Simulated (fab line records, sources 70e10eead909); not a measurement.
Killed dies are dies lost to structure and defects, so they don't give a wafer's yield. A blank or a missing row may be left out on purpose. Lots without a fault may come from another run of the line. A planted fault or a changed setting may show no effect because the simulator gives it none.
Which tool did it? | flow nand_harc | 12 lots, 36 wafers sampled, at 6 steps of a route of 1159

WHAT THE GAUGES READ, wafer by wafer
NHARC_A_CONTACT_INSPECT_23.
lot  | measured     | on                | raw_defect_count
L078 | day 17 16:47 | defect_inspect-02 | 340 450 482
L074 | day 17 18:44 | defect_inspect-01 | 353 501 726
L076 | day 18 00:40 | defect_inspect-02 | 269 264 640
L081 | day 18 16:07 | defect_inspect-01 | 335 411 648
L083 | day 19 16:35 | defect_inspect-01 | 612 324 555
L084 | day 19 21:32 | defect_inspect-01 | 495 270 306
L088 | day 20 16:00 | defect_inspect-01 | 315 380 461
L090 | day 20 17:37 | defect_inspect-02 | 406 502 456
L091 | day 21 13:38 | defect_inspect-01 | 341 371 480
L093 | day 21 23:46 | defect_inspect-02 | 436 575 430
L094 | day 22 16:51 | defect_inspect-02 | 544 418 449
L097 | day 23 16:37 | defect_inspect-01 | 407 466 390

WHICH TOOL RAN EACH LOT (tool, then ch and the chambers of the sampled wafers, then the start)
lot  | NHARC_A_CONTACT_ETCH_129             | NHARC_A_CONTACT_ETCH_134             | NHARC_A_CONTACT_ETCH_138             | NHARC_A_CONTACT_ETCH_92            | NHARC_A_CONTACT_STRIP_26
L078 | har_cap_etch-01 ch 0,1, day 17 04:57 | har_cap_etch-03 ch 1, day 17 10:52   | har_cap_etch-03 ch 1, day 17 11:26   | rie_diel-10 ch 0,3, day 17 12:01   | rie_diel-08 ch 0,2,3, day 17 16:47 or earlier
L074 | har_cap_etch-03 ch 0,1, day 17 08:39 | har_cap_etch-02 ch 0,1, day 17 14:26 | har_cap_etch-02 ch 0,1, day 17 15:01 | rie_diel-10 ch 1,2, day 17 15:32   | rie_diel-10 ch 0,1,3, day 17 18:44 or earlier
L076 | har_cap_etch-01 ch 0,1, day 17 13:18 | har_cap_etch-02 ch 0, day 17 20:19   | har_cap_etch-02 ch 0, day 17 20:53   | rie_diel-10 ch 2,3, day 17 21:26   | rie_diel-10 ch 0,2, day 18 00:40 or earlier
L081 | har_cap_etch-02 ch 0,1, day 18 05:35 | har_cap_etch-03 ch 0,1, day 18 11:07 | har_cap_etch-03 ch 0,1, day 18 11:41 | rie_diel-08 ch 0,2,3, day 18 12:14 | rie_diel-08 ch 1,2, day 18 16:07 or earlier
L083 | har_cap_etch-01 ch 0,1, day 19 05:40 | har_cap_etch-01 ch 0,1, day 19 11:28 | har_cap_etch-01 ch 0,1, day 19 12:02 | rie_diel-08 ch 0,2,3, day 19 12:34 | rie_diel-08 ch 1,2,3, day 19 16:35 or earlier
L084 | har_cap_etch-02 ch 0,1, day 19 11:09 | har_cap_etch-02 ch 0,1, day 19 17:45 | har_cap_etch-02 ch 0,1, day 19 18:19 | rie_diel-08 ch 0,2,3, day 19 18:50 | rie_diel-11 ch 1,2,3, day 19 21:32 or earlier
L088 | har_cap_etch-01 ch 0,1, day 20 03:44 | har_cap_etch-02 ch 0,1, day 20 10:41 | har_cap_etch-02 ch 0,1, day 20 11:14 | rie_diel-08 ch 0,1,2, day 20 11:52 | rie_diel-08 ch 0,1,3, day 20 16:00 or earlier
L090 | har_cap_etch-01 ch 0,1, day 20 05:23 | har_cap_etch-03 ch 0,1, day 20 12:10 | har_cap_etch-03 ch 0,1, day 20 12:44 | rie_diel-10 ch 1,2, day 20 13:15   | rie_diel-08 ch 1,2,3, day 20 17:37 or earlier
L091 | har_cap_etch-02 ch 0,1, day 20 18:08 | har_cap_etch-02 ch 0,1, day 21 02:54 | har_cap_etch-02 ch 0,1, day 21 03:40 | rie_diel-10 ch 0,1,3, day 21 04:14 | rie_diel-11 ch 0,1,3, day 21 13:38 or earlier
L093 | har_cap_etch-01 ch 0,1, day 21 10:02 | har_cap_etch-03 ch 0,1, day 21 15:51 | har_cap_etch-03 ch 0,1, day 21 16:24 | rie_diel-08 ch 0,1,3, day 21 16:56 | rie_diel-08 ch 2,3, day 21 23:46 or earlier
L094 | har_cap_etch-02 ch 0,1, day 22 03:17 | har_cap_etch-02 ch 0,1, day 22 09:59 | har_cap_etch-02 ch 0,1, day 22 10:33 | rie_diel-08 ch 0,1,3, day 22 11:05 | rie_diel-08 ch 0,1,3, day 22 16:51 or earlier
L097 | har_cap_etch-01 ch 0,1, day 23 05:55 | har_cap_etch-02 ch 0,1, day 23 12:37 | har_cap_etch-02 ch 0,1, day 23 13:09 | rie_diel-08 ch 0,3, day 23 13:40   | rie_diel-08 ch 0,3, day 23 16:37 or earlier
- NHARC_A_CONTACT_ETCH_129: etches the open film in C4F8/O2/Ar, time 155 s, target depth 956 nm.
- NHARC_A_CONTACT_ETCH_134: etches the open film in C4F8/O2/Ar, time 140 s, target depth 700 nm.
- NHARC_A_CONTACT_ETCH_138: etches the open film in C4F8/O2/Ar, time 132 s, target depth 1289 nm.
- NHARC_A_CONTACT_ETCH_92: etches the open film in CH3F/O2, target depth 40 nm, time 85.7 s.
- NHARC_A_CONTACT_STRIP_26: strips in O2.

THE ANSWER, worked out from the rows above alone
Rule: what is usual is taken from the lots themselves. Put in order of their means at a reading, lots are off if they are a third of the lots or fewer, leave a main group of 4 or more, and stand apart from it by a gap of 3 or more times the standard deviation of the main group's means; of several such gaps the widest counts. A main group whose means are all the same, to the digits that the tables above print for the reading, isn't used. A lot without any number at a reading at which 4 lots or more have one is off too. The other lots that the step has rows for count as sound.
No lot is off at any reading shown: from this, nothing can be told.

WHAT THE SIMULATOR HAD PUT IN
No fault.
